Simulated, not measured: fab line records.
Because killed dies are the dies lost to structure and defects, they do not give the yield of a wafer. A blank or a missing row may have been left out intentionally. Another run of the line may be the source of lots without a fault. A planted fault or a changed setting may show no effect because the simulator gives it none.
Matching of chambers :: flow n5-finfet :: N5_FIN_SAQP_HM_DEP_72 on pecvd-03 has 3 sister chambers
The step deposits SiO2 from SiH4/N2O, target thk 12 nm, time 7.2 s. 3 wafers are shown with their chamber, then 12 later ones without.

## WAFERS WITH THEIR CHAMBER
wafer: L084.2
chamber: 1
showerhead-plenum-p-Torr (Torr): 8.21

wafer: L085.2
chamber: 2
showerhead-plenum-p-Torr (Torr): 8.38

wafer: L085.4
chamber: 0
showerhead-plenum-p-Torr (Torr): 7.97

## WAFERS WITHOUT THEIR CHAMBER
wafer: L088.1
showerhead-plenum-p-Torr (Torr): 8.20

wafer: L088.3
showerhead-plenum-p-Torr (Torr): 7.96

wafer: L088.4
showerhead-plenum-p-Torr (Torr): 7.97

wafer: L089.3
showerhead-plenum-p-Torr (Torr): 8.22

wafer: L089.5
showerhead-plenum-p-Torr (Torr): 8.21

wafer: L089.6
showerhead-plenum-p-Torr (Torr): 8.38

wafer: L090.2
showerhead-plenum-p-Torr (Torr): 8.21

wafer: L090.5
showerhead-plenum-p-Torr (Torr): 8.20

wafer: L090.6
showerhead-plenum-p-Torr (Torr): 7.97

wafer: L095.1
showerhead-plenum-p-Torr (Torr): 8.37

wafer: L095.2
showerhead-plenum-p-Torr (Torr): 8.21

wafer: L095.4
showerhead-plenum-p-Torr (Torr): 7.99

## THE CHAMBER EACH PASSED THROUGH
wafer: L088.1
from the rows above: 1
in truth: 1

wafer: L088.3
from the rows above: 0
in truth: 0

wafer: L088.4
from the rows above: 0
in truth: 0

wafer: L089.3
from the rows above: 1
in truth: 1

wafer: L089.5
from the rows above: 1
in truth: 1

wafer: L089.6
from the rows above: 2
in truth: 2

wafer: L090.2
from the rows above: 1
in truth: 1

wafer: L090.5
from the rows above: 1
in truth: 1

wafer: L090.6
from the rows above: 0
in truth: 0

wafer: L095.1
from the rows above: 2
in truth: 2

wafer: L095.2
from the rows above: 1
in truth: 1

wafer: L095.4
from the rows above: 0
in truth: 0
12 of 12 placed correctly. Number that these rows cannot place: 0. Placed wrongly: 0.
How it was worked out, from the rows above alone: a wafer's distance from a chamber is the root of the sum, over the readings, of the square of ((its reading less the chamber's mean) divided by the reading's scatter). If the next closest chamber is less than 2 further off than the closest, the wafer can't be placed; otherwise it belongs to the closest. A chamber's mean is the mean of its shown wafers. The scatter (one wafer shown for each chamber): square how far every hidden wafer sits from the nearest shown wafer, average those squares and take the square root.
